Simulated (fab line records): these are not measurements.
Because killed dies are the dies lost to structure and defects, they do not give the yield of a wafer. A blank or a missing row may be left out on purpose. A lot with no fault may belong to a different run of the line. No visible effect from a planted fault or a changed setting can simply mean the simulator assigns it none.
Chamber matching | flow nand_harc | NHARC_P_CONTACT_STRIP_28 on rie_diel-08 has 4 sister chambers
The step strips in O2. 8 wafers are shown with their chamber, then 7 later ones without.

== WAFERS PAIRED WITH THEIR CHAMBERS ==
wafer  | chamber | drypump_motor_current_A (A) | oes_product_au (a.u.)
L808.2 | 1       | 6.3                         | 0.994
L808.3 | 3       | 5.6                         | 1.007
L808.5 | 2       | 6.0                         | 1.018
L812.1 | 0       | 5.9                         | 1.009
L812.4 | 2       | 6.0                         | 1.005
L812.6 | 3       | 5.6                         | 1.007
L815.3 | 1       | 6.4                         | 1.000
L815.5 | 0       | 6.0                         | 1.005

== WAFERS WITH NO CHAMBER GIVEN ==
wafer  | drypump_motor_current_A (A) | oes_product_au (a.u.)
L815.6 | 6.4                         | 1.007
L820.1 | 5.9                         | 1.005
L820.3 | 5.7                         | 0.998
L820.5 | 5.9                         | 1.001
L821.1 | 5.6                         | 1.001
L821.2 | 6.0                         | 1.005
L821.3 | 6.3                         | 1.003

== WHICH CHAMBER EACH ONE RAN IN ==
wafer  | from the rows above     | in truth
L815.6 | 1                       | 1
L820.1 | can't be placed: 0 or 2 | 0
L820.3 | 3                       | 3
L820.5 | can't be placed: 0 or 2 | 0
L821.1 | 3                       | 3
L821.2 | can't be placed: 0 or 2 | 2
L821.3 | 1                       | 1
Correctly placed: 4 of 7. From these rows, 3 cannot be placed; in 3 the true chamber is one of the candidates. Placed wrongly: 0.
How it was worked out, from the rows above alone: a wafer's distance from a chamber is the root of the sum, over the readings, of the square of ((its reading less the chamber's mean) divided by the reading's scatter). If the next closest chamber is less than 2 further off than the closest, the wafer can't be placed; otherwise it belongs to the closest. For every chamber, the mean is computed from those of its wafers that are shown. The scatter is the square root of a quotient: the sum, over the shown wafers, of each reading's squared deviation from its chamber's mean, divided by wafers minus chambers.
